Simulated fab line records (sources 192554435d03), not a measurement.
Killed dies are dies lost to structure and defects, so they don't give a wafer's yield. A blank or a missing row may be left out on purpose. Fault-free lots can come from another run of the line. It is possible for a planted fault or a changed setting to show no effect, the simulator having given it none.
fab line records	flow n5Finfet
[record] lots = 7	wafers = 21
route steps=1938 shown BEOL_M9@1401 BEOL_M10@1495 BEOL_M11@1554
startH: hours from the record's opening day to when the first of the lot's shown wafers began	waitH: hours from the lot's prior step to this one	" identical to the entry in the row above	L1.1+2: one row covering several wafers at once	- either no value or no given start	* or withheld: withheld	< > ~ a bound
route shown NAME@n: names a module that has steps shown in the file, with the first one's number in the route	usual: mean/standard deviation taken from wafers without a fault	same: alike in all rows	chamber/n: place in a boat	sites: per-site readings	_std_site: the values' standard deviation	_edge_site: outer sites' mean less inner sites'	radiusMm: for every site, how far away it sits from the centre of the wafer	mask NAME#n: copy n	behind: the tool/chamber that last shaped the wafer	hold: cause of the lot's hold/its duration in hours/its outcome	device: names the non-switching transistor (n, p or np)	end of line: the tests these same wafers got at the end of their route	where a step has no rows: the recipe by itself	killed: dies lost to structure and defects at the first sort, not the wafer's yield	map: per-die view of a wafer (x killed, . not killed, _ where there is no die)
set.NAME: the setting as run; set.NAME@STEP: as run at that earlier step	model.NAME: the simulator's own value behind a step, which no gauge read
lots run with intentionally changed settings; tables by step, rows by wafer
[[steps]]
[step N5_BEOL_M9_ILD_DEP_00]
[recipe] material = SiCOH_lowk	targetThkA = 3085.1	tempC = 300	precursor = DEMS/porogen	pressureTorr = 5	rfW = 500	timeS = 58
lot.wafer	tool	chamber	startH	waitH	set.timeS	model.SiCOH_lowk_of_BEOL_M9_ILD_DEP_00.thkNm
L079.3	pecvd-03	2	227.93	0.0	58	306.8
L079.5	"	2	"	"	58	311.8
L079.6	"	0	"	"	58	315.2
L081.2	pecvd-04	0	247.96	0.0	61.92	328.4
L081.4	"	0	"	"	58	318.2
L081.6	"	2	"	"	61.92	334.4
L090.1	pecvd-02	0	291.89	0.0	58	304.2
L090.2	"	1	"	"	62.96	332.6
L090.6	"	2	"	"	58	307.2
L087.2	pecvd-02	2	293.03	0.0	58	300
L087.3	"	1	"	"	63.54	336
L087.6	"	0	"	"	58	305
L091.1	pecvd-02	0	294.14	0.0	58	304
L091.4	"	0	"	"	58	310
L091.5	"	2	"	"	58	308.2
L097.3	pecvd-03	0	333.40	0.0	58	296.2
L097.4	"	0	"	"	58	303.6
L097.5	"	1	"	"	58	308
L096.3	pecvd-04	0	358.50	0.0	58	305.8
L096.5	"	2	"	"	52.73	281.4
L096.6	"	1	"	"	52.73	280
[step N5_BEOL_M9_CURE_71]
[recipe] tempC = 385	timeS = 240	ambient = He/Ar	material = SiCOH_lowk
lot.wafer	tool	chamber	startH	waitH	set.timeS@BEOL_M9_ILD_DEP_00	model.SiCOH_lowk_of_BEOL_M9_ILD_DEP_00.thkNm
L079.3	uvCure-02	0	228.16	0.2	58	266.4
L079.5	"	0	"	"	58	270.8
L079.6	"	0	"	"	58	274
L081.2	uvCure-03	0	248.11	0.1	61.92	285.6
L081.4	"	0	"	"	58	276.6
L081.6	"	0	"	"	61.92	291
L090.1	uvCure-03	2	291.97	0.0	58	264.2
L090.2	"	2	"	"	62.96	289.4
L090.6	"	2	"	"	58	266.8
L087.2	uvCure-03	2	293.18	0.1	58	260.4
L087.3	"	2	"	"	63.54	292.2
L087.6	"	2	"	"	58	264.8
L091.1	uvCure-02	2	294.22	0.0	58	264
L091.4	"	2	"	"	58	269.4
L091.5	"	2	"	"	58	267.8
L097.3	uvCure-01	0	333.64	0.2	58	257
L097.4	"	0	"	"	58	263.8
L097.5	"	0	"	"	58	267.6
L096.3	uvCure-03	0	358.74	0.2	58	265.6
L096.5	"	0	"	"	52.73	244.2
L096.6	"	0	"	"	52.73	242.8
[step N5_BEOL_M9_THK_MEAS_01]
[recipe] reads = SiCOH_lowk_of_BEOL_M9_ILD_DEP_00
[usual] M9_ILD_THK = 267/3.6
lot.wafer	tool	chamber	startH	waitH	set.timeS@BEOL_M9_ILD_DEP_00	M9_ILD_THK[nm]
L079.3	filmMetro-02	-	228.52	0.3	58	266
L079.5	"	-	"	"	58	271
L079.6	"	-	"	"	58	274
L081.2	filmMetro-02	-	248.55	0.4	61.92	285
L081.4	"	-	"	"	58	276
L081.6	"	-	"	"	61.92	291
L090.1	filmMetro-02	-	292.48	0.4	58	264
L090.2	"	-	"	"	62.96	289
L090.6	"	-	"	"	58	267
L087.2	filmMetro-02	-	293.62	0.4	58	260
L087.3	"	-	"	"	63.54	292
L087.6	"	-	"	"	58	265
L091.1	filmMetro-02	-	294.74	0.4	58	264
L091.4	"	-	"	"	58	269
L091.5	"	-	"	"	58	268
L097.3	filmMetro-01	-	333.99	0.3	58	257
L097.4	"	-	"	"	58	264
L097.5	"	-	"	"	58	267
L096.3	filmMetro-02	-	359.09	0.3	58	266
L096.5	"	-	"	"	52.73	244
L096.6	"	-	"	"	52.73	243
[step N5_BEOL_M9_PECVD_70]
[recipe] material = SiO2	targetThkA = 200	tempC = 400	precursor = TEOS/O2	pressureTorr = 5.5	rfW = 450	teosFlowSccm = 53.8	gas = O2	flowSccm = 3000	timeS = 22.7
lot.wafer	tool	chamber	startH	waitH	set.tempC	model.SiO2_of_BEOL_M9_PECVD_70.thkNm
L079.3+5	pecvd-03	0	228.55	0.0	384.5	22.2
L079.6	"	2	"	"	400	19.8
L081.2	pecvd-04	2	248.58	0.0	394.3	21
L081.4+6	"	1,0	"	"	400	20.2
L090.1	pecvd-02	0	292.52	0.0	391.5	20.4
L090.2	"	1	"	"	400	19.6
L090.6	"	0	"	"	391.5	21
L087.2	pecvd-04	0	293.65	0.0	400	20
L087.3	"	2	"	"	400	20.2
L087.6	"	0	"	"	409.5	18.6
L091.1	pecvd-03	0	294.78	0.0	400	20
L091.4	"	0	"	"	400	20.4
L091.5	"	1	"	"	400	20.2
L097.3	pecvd-02	0	334.03	0.0	400	19.4
L097.4	"	0	"	"	400	19.8
L097.5	"	1	"	"	410.8	18.6
L096.3	pecvd-03	2	359.13	0.0	400	20
L096.5	"	1	"	"	400	20.6
L096.6	"	2	"	"	400	20.4
[step N5_BEOL_M9_EXPOSE_25]
[recipe] maskId = V8	na = 0.33	sourceShape = annular	sigmaInner = 0.4	sigmaOuter = 0.8	polarization = unpolarized	doseMj = 37.25
lot.wafer	tool	chamber	startH	waitH	mask	set.doseMj
L079.3+5	euvScanner-01	0	232.81	-	V8#0	39.81
L079.6	"	0	"	"	V8#0	37.25
L081.2+4	euvScanner-02	0	250.60	-	V8#0	37.25
L081.6	"	0	"	"	V8#0	36.35
L090.1+2	euvScanner-01	0	294.18	-	V8#0	37.25
L090.6	"	0	"	"	V8#0	38.89
L087.2+6	euvScanner-01	0	298.29	-	V8#0	37.25
L087.3	"	0	"	"	V8#0	39.98
L091.1+4+5	euvScanner-01	0	298.32	-	V8#0	37.25
L097.3+4	euvScanner-01	0	337.65	-	V8#0	34.57
L097.5	"	0	"	"	V8#0	37.25
L096.3+5+6	euvScanner-02	0	363.97	-	V8#0	37.25
[step N5_BEOL_M9_PEB_26]
[recipe] pebTempC = 100	pebTimeS = 60	resist = CAR-EUV
[step N5_BEOL_M9_DEVELOP_27]
[recipe] developTimeS = 30	developer = TMAH	resist = CAR-EUV	rinseLiquid = surfactantRinse	dry = airSpin	devTempC = 23
[step N5_BEOL_M9_CD_MEAS_28]
[recipe] targetCdNm = 70	landingEnergyEv = 500	detector = seInlens	polarity = opening
[usual] cdNm = 70.05/0.24
lot.wafer	tool	chamber	startH	waitH	set.doseMj@BEOL_M9_EXPOSE_25	cdNm
L079.3	cdSem-03	0	232.92	-	39.81	71.95
L079.5	"	0	"	"	39.81	71.64
L079.6	"	0	"	"	37.25	70.12
L081.2	cdSem-02	0	250.73	-	37.25	69.72
L081.4	"	0	"	"	37.25	69.76
L081.6	"	0	"	"	36.35	69.82
L090.1	cdSem-01	0	294.31	-	37.25	69.90
L090.2	"	0	"	"	37.25	70.00
L090.6	"	0	"	"	38.89	71.30
L087.2	cdSem-03	0	298.41	-	37.25	69.94
L087.3	"	0	"	"	39.98	71.91
L087.6	"	0	"	"	37.25	70.01
L091.1	cdSem-02	0	298.45	-	37.25	69.96
L091.4	"	0	"	"	37.25	70.18
L091.5	"	0	"	"	37.25	70.20
L097.3	cdSem-02	0	337.77	-	34.57	68.32
L097.4	"	0	"	"	34.57	68.23
L097.5	"	0	"	"	37.25	70.13
L096.3	cdSem-02	0	364.09	-	37.25	70.10
L096.5	"	0	"	"	37.25	70.14
L096.6	"	0	"	"	37.25	70.43
[step N5_BEOL_M9_ETCH_66]
[recipe] chemistry = N2/H2	target = SOC	targetDepthA = 800	overetchA = 160	maskMaterial = SiARC	tempC = 40	timeS = 120	ionEnergyEv = 200	pressureMtorr = 30	sourceW = 840	biasW = 150	n2FlowSccm = 200	h2FlowSccm = 200
lot.wafer	tool	chamber	startH	waitH	set.timeS	model.SiARC_of_BEOL_M9_COAT_64.thkNm
L079.3	rieDiel-06	0	233.12	0.0	120	6.2
L079.5	"	2	"	"	131.2	5.8
L079.6	"	1	"	"	120	6.4
L081.2	rieDiel-02	2	250.93	0.0	120	6.6
L081.4	"	0	"	"	120	6.4
L081.6	"	3	"	"	110	7
L090.1	rieDiel-06	3	294.51	0.0	103.9	7.2
L090.2	"	0	"	"	120	6.2
L090.6	"	3	"	"	120	6.4
L087.2	rieDiel-02	3	298.61	0.0	120	6.4
L087.3+6	"	1	"	"	97.03	7.6
L091.1+4	rieDiel-06	0	298.86	0.0	120	6.2
L091.5	"	2	"	"	120	6.6
L097.3+5	rieDiel-06	1,2	338.02	0.0	120	6.6
L097.4	"	2	"	"	120	6.4
L096.3+5+6	rieDiel-06	3,3,2	364.29	0.0	120	6.6
[step N5_BEOL_M9_STRIP_69]
[recipe] chemistry = N2/H2	tempC = 40	n2FlowSccm = 200	h2FlowSccm = 200	rfFrequencyHz = 6e+07
[step N5_BEOL_M9_STRIP_77]
[recipe] chemistry = N2/H2	tempC = 40	n2FlowSccm = 200	h2FlowSccm = 200	rfFrequencyHz = 6e+07
[step N5_BEOL_M9_STRIP_80]
[recipe] chemistry = N2/H2	timeS = 10	powerW = 450	tempC = 40	pressureMtorr = 20	rfFrequencyHz = 6e+07	biasPowerW = 7	n2FlowSccm = 200	h2FlowSccm = 200
[step N5_BEOL_M9_HM_STRIP_39]
[recipe] chemistry = peroxideTinStrip	material = TiN	targetDepthA = 250	tempC = 50	timeS = 158
lot.wafer	tool	chamber	startH	waitH	set.tempC@BEOL_M9_PECVD_70	model.SiO2_of_BEOL_M9_PECVD_70.thkNm
L079.3	wetBench-03	2	233.53	0.0	384.5	22
L079.5	"	0	"	"	384.5	22.2
L079.6	"	6	"	"	400	19.8
L081.2	wetBench-04	6	251.34	0.0	394.3	20.8
L081.4	"	5	"	"	400	20
L081.6	"	2	"	"	400	20.2
L090.1	wetBench-06	7	294.92	0.0	391.5	20.2
L090.2	"	4	"	"	400	19.4
L090.6	"	0	"	"	391.5	21
L087.2	wetBench-03	3	299.02	0.0	400	19.8
L087.3	"	6	"	"	400	20
L087.6	"	5	"	"	409.5	18.6
L091.1	wetBench-06	4	299.27	0.0	400	19.8
L091.4	"	7	"	"	400	20.4
L091.5	"	3	"	"	400	20
L097.3	wetBench-03	0	338.43	0.0	400	19.2
L097.4	"	1	"	"	400	19.6
L097.5	"	2	"	"	410.8	18.4
L096.3	wetBench-03	6	364.70	0.0	400	20
L096.5	"	5	"	"	400	20.4
L096.6	"	4	"	"	400	20.2
[step N5_BEOL_M10_COAT_64]
[recipe] resist = SiARC	tempC = 220	timeS = 60	spinRpm = 1500	resistThkNm = 30
lot.wafer	tool	chamber	startH	waitH	set.spinRpm	model.SiARC_of_BEOL_M10_COAT_64.thkNm
L079.3+5+6	lithoTrack-03	0	-	-	1500	30
L081.2+4+6	lithoTrack-01	0	-	-	1500	30
L090.1	lithoTrack-01	0	-	-	1343	31.6
L090.2	"	0	"	"	1500	30
L090.6	"	0	"	"	1343	31.8
L087.2+3	lithoTrack-01	0	-	-	1500	30
L087.6	"	0	"	"	1500	30.2
L091.1+4+5	lithoTrack-02	0	-	-	1500	30
L097.3	lithoTrack-03	0	-	-	1500	30
L097.4+5	"	0	"	"	1500	30.2
L096.3	lithoTrack-03	0	-	-	1595	29.4
L096.5	"	0	"	"	1500	30
L096.6	"	0	"	"	1500	30.2
[step N5_BEOL_M10_EXPOSE_25]
[recipe] maskId = V9	na = 1.35	sourceShape = annular	sigmaInner = 0.5	sigmaOuter = 0.8	polarization = unpolarized	doseMj = 85.5
lot.wafer	tool	chamber	startH	waitH	mask	set.doseMj
L079.3+5	arfiScanner-03	0	239.59	-	V9#0	85.5
L079.6	"	0	"	"	V9#0	89.68
L081.2+4+6	arfiScanner-01	0	256.52	-	V9#0	85.5
L090.1+2+6	arfiScanner-01	0	300.34	-	V9#0	85.5
L087.2+3	arfiScanner-02	0	304.23	-	V9#0	87.43
L087.6	"	0	"	"	V9#0	85.5
L091.1+4+5	arfiScanner-02	0	306.93	-	V9#0	85.5
L097.3	arfiScanner-01	0	346.78	-	V9#0	90.67
L097.4+5	"	0	"	"	V9#0	85.5
L096.3+5+6	arfiScanner-01	0	374.94	-	V9#0	85.5
[step N5_BEOL_M10_PEB_26]
[recipe] pebTempC = withheld	pebTimeS = 60	resist = CAR-ArF
[step N5_BEOL_M10_DEVELOP_27]
[recipe] developTimeS = 30	developer = TMAH	resist = CAR-ArF	rinseLiquid = diw	dry = airSpin	devTempC = 23
[step N5_BEOL_M10_CD_MEAS_28]
[recipe] targetCdNm = 70	landingEnergyEv = 500	detector = seInlens	polarity = opening
[usual] cdNm = 70.1/0.98
lot.wafer	tool	chamber	startH	waitH	set.doseMj@BEOL_M10_EXPOSE_25	cdNm
L079.3	cdSem-02	0	239.71	-	85.5	69.5
L079.5	"	0	"	"	85.5	68.3
L079.6	"	0	"	"	89.68	74.7
L081.2	cdSem-01	0	256.65	-	85.5	70.9
L081.4	"	0	"	"	85.5	71.9
L081.6	"	0	"	"	85.5	71.0
L090.1	cdSem-03	0	300.47	-	85.5	70.0
L090.2	"	0	"	"	85.5	69.2
L090.6	"	0	"	"	85.5	70.4
L087.2	cdSem-01	0	304.36	-	87.43	69.9
L087.3	"	0	"	"	87.43	71.3
L087.6	"	0	"	"	85.5	69.6
L091.1	cdSem-01	0	307.06	-	85.5	69.7
L091.4	"	0	"	"	85.5	68.8
L091.5	"	0	"	"	85.5	68.7
L097.3	cdSem-01	0	346.90	-	90.67	75.9
L097.4	"	0	"	"	85.5	70.6
L097.5	"	0	"	"	85.5	69.0
L096.3	cdSem-03	0	375.06	-	85.5	68.9
L096.5	"	0	"	"	85.5	68.8
L096.6	"	0	"	"	85.5	70.1
[step N5_BEOL_M10_DESCUM_33]
[recipe] chemistry = O2	timeS = 7.9	sourcePowerW = 50	biasPowerW = 20	pressureMtorr = 20	rfFrequencyHz = 2.712e+07	tempC = 40	resist = CAR-ArF	o2FlowSccm = 225
[step N5_BEOL_M10_ETCH_65]
[recipe] chemistry = CF4	target = SiARC	targetDepthA = 390	maskMaterial = CAR-ArF	timeS = 65	ionEnergyEv = 80	pressureMtorr = 40	sourceW = 545	biasW = 36	Ar_flow_sccm = 100	cf4FlowSccm = 100	ends = cleared
lot.wafer	tool	chamber	startH	waitH	set.spinRpm@BEOL_M10_COAT_64	model.etch.depthNm	model.CAR-ArF_of_BEOL_M10_COAT_22.thkNm
L079.3	rieDiel-01	1	239.84	0.0	1500	29.97	55.4
L079.5	"	1	"	"	1500	30	55.4
L079.6	"	0	"	"	1500	30.1	55
L081.2	rieDiel-05	3	257.04	0.0	1500	30.03	55.8
L081.4	"	1	"	"	1500	30	56
L081.6	"	3	"	"	1500	30.06	56
L090.1	rieDiel-05	1	300.68	0.0	1343	31.62	53.8
L090.2	"	2	"	"	1500	30.07	55.6
L090.6	"	0	"	"	1343	31.76	53.8
L087.2	rieDiel-03	2	304.48	0.0	1500	30.07	56
L087.3	"	3	"	"	1500	29.99	56
L087.6	"	3	"	"	1500	30.12	55.8
L091.1	rieDiel-05	2	307.18	0.0	1500	29.92	55.4
L091.4	"	3	"	"	1500	30	55.4
L091.5	"	1	"	"	1500	29.97	55.2
L097.3	rieDiel-01	1	347.02	0.0	1500	30.08	55.6
L097.4	"	0	"	"	1500	30.12	55.4
L097.5	"	1	"	"	1500	30.11	55.6
L096.3	rieDiel-01	1	375.18	0.0	1595	29.33	56.4
L096.5	"	1	"	"	1500	30.09	55.2
L096.6	"	2	"	"	1500	30.1	55.4
[step N5_BEOL_M10_ETCH_66]
[recipe] chemistry = N2/H2	target = SOC	targetDepthA = 1200	overetchA = 240	maskMaterial = SiARC	tempC = 40	timeS = 180	ionEnergyEv = 200	pressureMtorr = 30	sourceW = 840	biasW = 150	n2FlowSccm = 200	h2FlowSccm = 200
lot.wafer	tool	chamber	startH	waitH	set.spinRpm@BEOL_M10_COAT_64	model.SiARC_of_BEOL_M10_COAT_64.thkNm
L079.3+5+6	rieDiel-01	1,1,0	239.89	0.0	1500	22.8
L081.2	rieDiel-05	3	257.09	0.0	1500	22.4
L081.4	"	1	"	"	1500	22.8
L081.6	"	3	"	"	1500	22.6
L090.1	rieDiel-05	1	300.73	0.0	1343	24.4
L090.2	"	2	"	"	1500	22.8
L090.6	"	0	"	"	1343	24.6
L087.2	rieDiel-03	2	304.53	0.0	1500	22.4
L087.3	"	3	"	"	1500	23.2
L087.6	"	3	"	"	1500	23.4
L091.1	rieDiel-05	2	307.23	0.0	1500	22.6
L091.4	"	3	"	"	1500	22.4
L091.5	"	1	"	"	1500	22.8
L097.3+4+5	rieDiel-01	1,0,1	347.07	0.0	1500	22.8
L096.3	rieDiel-01	1	375.23	0.0	1595	22
L096.5	"	1	"	"	1500	22.8
L096.6	"	2	"	"	1500	23
[step N5_BEOL_M11_ETCH_62]
[recipe] chemistry = N2/H2	target = SOC	targetDepthA = 1100	overetchA = 220	maskMaterial = SiARC	tempC = 40	timeS = 165	ionEnergyEv = 200	pressureMtorr = 30	sourceW = 840	biasW = 150	n2FlowSccm = 200	h2FlowSccm = 200
lot.wafer	tool	chamber	startH	waitH	set.timeS	model.SiARC_of_BEOL_M11_COAT_60.thkNm
L079.3	rieDiel-02	2	247.62	0.0	148.6	24.2
L079.5	"	0	"	"	165	23.4
L079.6	"	1	"	"	165	23.6
L081.2	rieDiel-06	2	261.73	0.0	193.9	22.6
L081.4+6	"	3,2	"	"	165	23.8
L090.1	rieDiel-02	1	306.47	0.0	165	23.6
L090.2+6	"	3	"	"	165	23.8
L087.2+6	rieDiel-04	2	310.67	0.0	165	23.6
L087.3	"	3	"	"	165	23.4
L091.1+5	rieDiel-04	2	312.41	0.0	165	23.8
L091.4	"	3	"	"	165	23.4
L097.3+4	rieDiel-04	2,0	354.30	0.0	165	23.8
L097.5	"	0	"	"	165	23.6
L096.3	rieDiel-06	0	381.19	0.0	165	23.4
L096.5+6	"	2,1	"	"	165	23.8
[step N5_BEOL_M11_COAT_22]
[recipe] resist = CAR-ArF	spinRpm = 1500	resistThkNm = 90
lot.wafer	tool	chamber	startH	waitH	set.spinRpm	model.CAR-ArF_of_BEOL_M11_COAT_22.thkNm
L079.3+5	lithoTrack-04	0	-	-	1500	89.8
L079.6	"	0	"	"	1500	90
L081.2	lithoTrack-05	0	-	-	1646	86
L081.4	"	0	"	"	1646	85.6
L081.6	"	0	"	"	1646	85.4
L090.1+2+6	lithoTrack-05	0	-	-	1500	90
L087.2+3	lithoTrack-03	0	-	-	1611	87
L087.6	"	0	"	"	1500	90.2
L091.1	lithoTrack-04	0	-	-	1500	89.6
L091.4+5	"	0	"	"	1500	89.4
L097.3	lithoTrack-04	0	-	-	1427	92.2
L097.4+5	"	0	"	"	1500	90
L096.3	lithoTrack-03	0	-	-	1500	90.2
L096.5+6	"	0	"	"	1500	90
[step N5_BEOL_M11_EBR_24]
[recipe] solvent = PGMEA	ebrWidthMm = 1.5
[step N5_BEOL_M11_SOFTBAKE_23]
[recipe] tempC = 110	timeS = 60	resist = CAR-ArF
[step N5_BEOL_M11_EXPOSE_25]
[recipe] maskId = V10	na = 1.35	sourceShape = annular	sigmaInner = 0.5	sigmaOuter = 0.8	polarization = unpolarized	doseMj = 85.5
[step N5_BEOL_M11_PEB_26]
[recipe] pebTempC = withheld	pebTimeS = 60	resist = CAR-ArF
[step N5_BEOL_M11_DEVELOP_27]
[recipe] developTimeS = 30	developer = TMAH	resist = CAR-ArF	rinseLiquid = diw	dry = airSpin	devTempC = 23
lot.wafer	tool	chamber	startH	waitH	set.spinRpm@BEOL_M11_COAT_22	model.CAR-ArF_of_BEOL_M11_COAT_22.thkNm
L079.3+5+6	lithoTrack-05	0	-	-	1500	88.2
L081.2	lithoTrack-05	0	-	-	1646	84.4
L081.4+6	"	0	"	"	1646	83.8
L090.1+2	lithoTrack-04	0	-	-	1500	88.4
L090.6	"	0	"	"	1500	88.2
L087.2	lithoTrack-03	0	-	-	1611	85.2
L087.3	"	0	"	"	1611	85.4
L087.6	"	0	"	"	1500	88.4
L091.1	lithoTrack-04	0	-	-	1500	88
L091.4+5	"	0	"	"	1500	87.8
L097.3	lithoTrack-04	0	-	-	1427	90.4
L097.4	"	0	"	"	1500	88.4
L097.5	"	0	"	"	1500	88.2
L096.3	lithoTrack-04	0	-	-	1500	88.6
L096.5+6	"	0	"	"	1500	88.2
[step N5_BEOL_M11_DESCUM_33]
[recipe] chemistry = O2	timeS = 7.9	sourcePowerW = 50	biasPowerW = 20	pressureMtorr = 20	rfFrequencyHz = 2.712e+07	tempC = 40	resist = CAR-ArF	o2FlowSccm = 225
lot.wafer	tool	chamber	startH	waitH	set.spinRpm@BEOL_M11_COAT_22	model.CAR-ArF_of_BEOL_M11_COAT_22.thkNm
L079.3+5	rieDiel-02	0,3	248.36	0.0	1500	83.2
L079.6	"	0	"	"	1500	83.4
L081.2	rieDiel-04	3	263.92	0.0	1646	79.6
L081.4+6	"	2	"	"	1646	79
L090.1+2	rieDiel-04	3,2	308.42	0.8	1500	83.6
L090.6	"	2	"	"	1500	83.4
L087.2	rieDiel-02	2	311.45	0.1	1611	80.4
L087.3	"	1	"	"	1611	80.6
L087.6	"	0	"	"	1500	83.6
L091.1	rieDiel-04	3	313.30	0.0	1500	83.2
L091.4	"	1	"	"	1500	83
L091.5	"	2	"	"	1500	82.8
L097.3	rieDiel-04	1	355.53	0.0	1427	85.8
L097.4	"	3	"	"	1500	83.6
L097.5	"	0	"	"	1500	83.4
L096.3	rieDiel-04	3	384.54	0.2	1500	83.8
L096.5+6	"	2,3	"	"	1500	83.4
[[key]]
[split] step = N5_BEOL_M9_ILD_DEP_00	setting = timeS	stated = 58	by = wafer
[response] step = N5_BEOL_M9_ILD_DEP_00	reading = model.SiCOH_lowk_of_BEOL_M9_ILD_DEP_00.thkNm	change = +2.96	per = 1%	r = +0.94
[response] step = N5_BEOL_M9_CURE_71	reading = model.SiCOH_lowk_of_BEOL_M9_ILD_DEP_00.thkNm	change = +2.62	per = 1%	r = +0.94
[response] step = N5_BEOL_M9_THK_MEAS_01	reading = M9_ILD_THK	change = +2.63	per = 1%	r = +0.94
[split] step = N5_BEOL_M9_PECVD_70	setting = tempC	stated = 400	by = wafer
[response] step = N5_BEOL_M9_PECVD_70	reading = model.SiO2_of_BEOL_M9_PECVD_70.thkNm	change = -0.552	per = 1%	r = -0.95
[response] step = N5_BEOL_M9_HM_STRIP_39	reading = model.SiO2_of_BEOL_M9_PECVD_70.thkNm	change = -0.529	per = 1%	r = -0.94
[split] step = N5_BEOL_M9_EXPOSE_25	setting = doseMj	stated = 37.25	by = wafer
[response] step = N5_BEOL_M9_CD_MEAS_28	reading = cdNm	change = +0.252	per = 1%	r = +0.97
[split] step = N5_BEOL_M9_ETCH_66	setting = timeS	stated = 120	by = wafer
[response] step = N5_BEOL_M9_ETCH_66	reading = model.SiARC_of_BEOL_M9_COAT_64.thkNm	change = -0.0624	per = 1%	r = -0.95
[split] step = N5_BEOL_M10_COAT_64	setting = spinRpm	stated = 1500	by = wafer
[response] step = N5_BEOL_M10_COAT_64	reading = model.SiARC_of_BEOL_M10_COAT_64.thkNm	change = -0.149	per = 1%	r = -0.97
[response] step = N5_BEOL_M10_ETCH_65	reading = model.etch.depthNm	change = -0.145	per = 1%	r = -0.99
[response] step = N5_BEOL_M10_ETCH_65	reading = model.CAR-ArF_of_BEOL_M10_COAT_22.thkNm	change = +0.172	per = 1%	r = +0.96
[response] step = N5_BEOL_M10_ETCH_66	reading = model.SiARC_of_BEOL_M10_COAT_64.thkNm	change = -0.157	per = 1%	r = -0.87
[split] step = N5_BEOL_M10_EXPOSE_25	setting = doseMj	stated = 85.5	by = wafer
[response] step = N5_BEOL_M10_CD_MEAS_28	reading = cdNm	change = +1.03	per = 1%	r = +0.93
[split] step = N5_BEOL_M11_ETCH_62	setting = timeS	stated = 165	by = wafer
[response] step = N5_BEOL_M11_ETCH_62	reading = model.SiARC_of_BEOL_M11_COAT_60.thkNm	change = -0.069	per = 1%	r = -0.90
[split] step = N5_BEOL_M11_COAT_22	setting = spinRpm	stated = 1500	by = wafer
[response] step = N5_BEOL_M11_COAT_22	reading = model.CAR-ArF_of_BEOL_M11_COAT_22.thkNm	change = -0.438	per = 1%	r = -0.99
[response] step = N5_BEOL_M11_DEVELOP_27	reading = model.CAR-ArF_of_BEOL_M11_COAT_22.thkNm	change = -0.423	per = 1%	r = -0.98
[response] step = N5_BEOL_M11_DESCUM_33	reading = model.CAR-ArF_of_BEOL_M11_COAT_22.thkNm	change = -0.435	per = 1%	r = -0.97
